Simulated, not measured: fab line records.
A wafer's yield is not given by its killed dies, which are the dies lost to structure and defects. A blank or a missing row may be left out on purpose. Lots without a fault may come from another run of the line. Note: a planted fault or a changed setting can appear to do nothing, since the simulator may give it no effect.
One fault seen from 3 desks -- flow n5-finfet -- every desk sees just its own numbers, and what lay behind them comes last

AT THE METROLOGY DESK
What the gauges read, lot by lot, whatever tool the lot ran on: means of the sampled wafers that have a number. A lot is out of limits, marked OUT, if its mean lies more than 4 standard deviations from the usual mean; the brackets give that distance. Readings shown: 7 of its 10, picked as those furthest out on some lot.
Columns: A = IOFF_N at N5_BEOL_M4_RC_MEAS_101, usual 0.15 nA/um; B = IOFF_P at N5_BEOL_M4_RC_MEAS_101, usual 0.19 nA/um; C = ION_N at N5_BEOL_M4_RC_MEAS_101, usual 677 uA/um; D = ION_P at N5_BEOL_M4_RC_MEAS_101, usual 462 uA/um; E = SS_P at N5_BEOL_M4_RC_MEAS_101, usual 72.9 mV/dec; F = VT_N at N5_BEOL_M4_RC_MEAS_101, usual 250 mV; G = VT_P at N5_BEOL_M4_RC_MEAS_101, usual -251 mV
lot,first seen here,A,B,C,D,E,F,G
L965,day 8 15:29,0.18,0.17,675,450,73.2,250,-256
L966,day 8 15:54,0.13,0.19,678,473,72.6,251,-250
L971,day 9 10:58,0.14,0.16,667,454,72.6,251,-256
L973,day 10 10:04,0.16,0.21,670,464,72.7,247,-248
L975,day 10 15:20,0.14,0.20,662,455,72.9,248,-251
L979,day 11 15:32,0.12,0.17,652,453,72.3,256,-251
L986,day 13 15:49,0.23,0.26,706,479,74.0,244,-246
L988,day 14 14:02,0.19,0.23,700,473,73.5,245,-249
L987,day 14 15:19,0.14,0.22,679,471,72.6,252,-245
Result from this desk: across the 9 lots, nothing is out of limits.

FOR THE TOOL OWNER'S DESK: rie-diel-03
The tool's own readings at N5_BEOL_M2_ETCH_74 (etches underlayer in N2/H2, target depth 6.5 nm, time 5.2 s): means of the sampled wafers that have a number, for each lot that ran on this tool. A lot is out of limits, marked OUT, if its mean lies more than 4 standard deviations from the usual mean; the brackets give that distance.
Columns: A = drypump-motor-current-A at N5_BEOL_M2_ETCH_74, usual 5.7 A; B = etch-rf-on-time-s at N5_BEOL_M2_ETCH_74, usual 5.04 s; C = oes-product-au at N5_BEOL_M2_ETCH_74, usual 0.70 a.u.; D = rf-fwd-power-W at N5_BEOL_M2_ETCH_74, usual 818.9 W; E = rf-vpp-V at N5_BEOL_M2_ETCH_74, usual 524.1 V; F = showerhead-plenum-p-Torr at N5_BEOL_M2_ETCH_74, usual 2.54 Torr; G = throttle-valve-pct at N5_BEOL_M2_ETCH_74, usual 17.88 %
lot,first seen here,A,B,C,D,E,F,G
L965,day 6 20:07,5.6,4.93,0.72,818.6,523.8,2.53,17.75
L973,day 8 21:20,5.4,5.03,0.61,817.4,522.6,2.46,18.00
L979,day 10 09:28,5.6,5.45,0.62,752.5 (-28) OUT,540.9 (+6.7) OUT,2.54,17.96
This desk finds L979 out of limits, L979 being first, at day 10 09:28 (rf-fwd-power-W at N5_BEOL_M2_ETCH_74). In limits: L965, L973.

THE DEFECT DESK
Counts from the inspections along the route, per lot, as means over the sampled wafers that have a number. A lot is out of limits, marked OUT, if its mean lies more than 4 standard deviations from the usual mean; the brackets give that distance.
Columns: A = raw-defect-count at N5_BEOL_M2_INSPECT_13, usual 413
lot,first seen here,A
L965,day 6 20:02,391
L966,day 6 22:00,466
L971,day 8 00:34,366
L973,day 8 19:50,449
L975,day 9 01:52,380
L979,day 10 09:24,270
L986,day 11 19:57,572
L988,day 12 10:31,389
L987,day 12 20:05,498
Result from this desk: across the 9 lots, nothing is out of limits.

BROUGHT TOGETHER
At day 10 09:28, on L979, the tool owner's desk was in a position to raise an alarm.
Nothing out of limits was seen by the metrology desk.
The defect desk saw nothing out of limits.
The metrology desk has L979 on record, within its limits.
The defect desk has L979 on record, within its limits.
Every lot named ran N5_BEOL_M2_ETCH_74 on rie-diel-03.

WHAT HAD BEEN PUT IN BY THE SIMULATOR
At N5_BEOL_M2_ETCH_74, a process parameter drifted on rie-diel-03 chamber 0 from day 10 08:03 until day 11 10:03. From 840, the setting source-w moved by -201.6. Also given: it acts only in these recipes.
Struck lots among those shown: L979.
Time in hours from fault onset to the first out-of-limits reading at each desk: the tool owner's desk, 1.
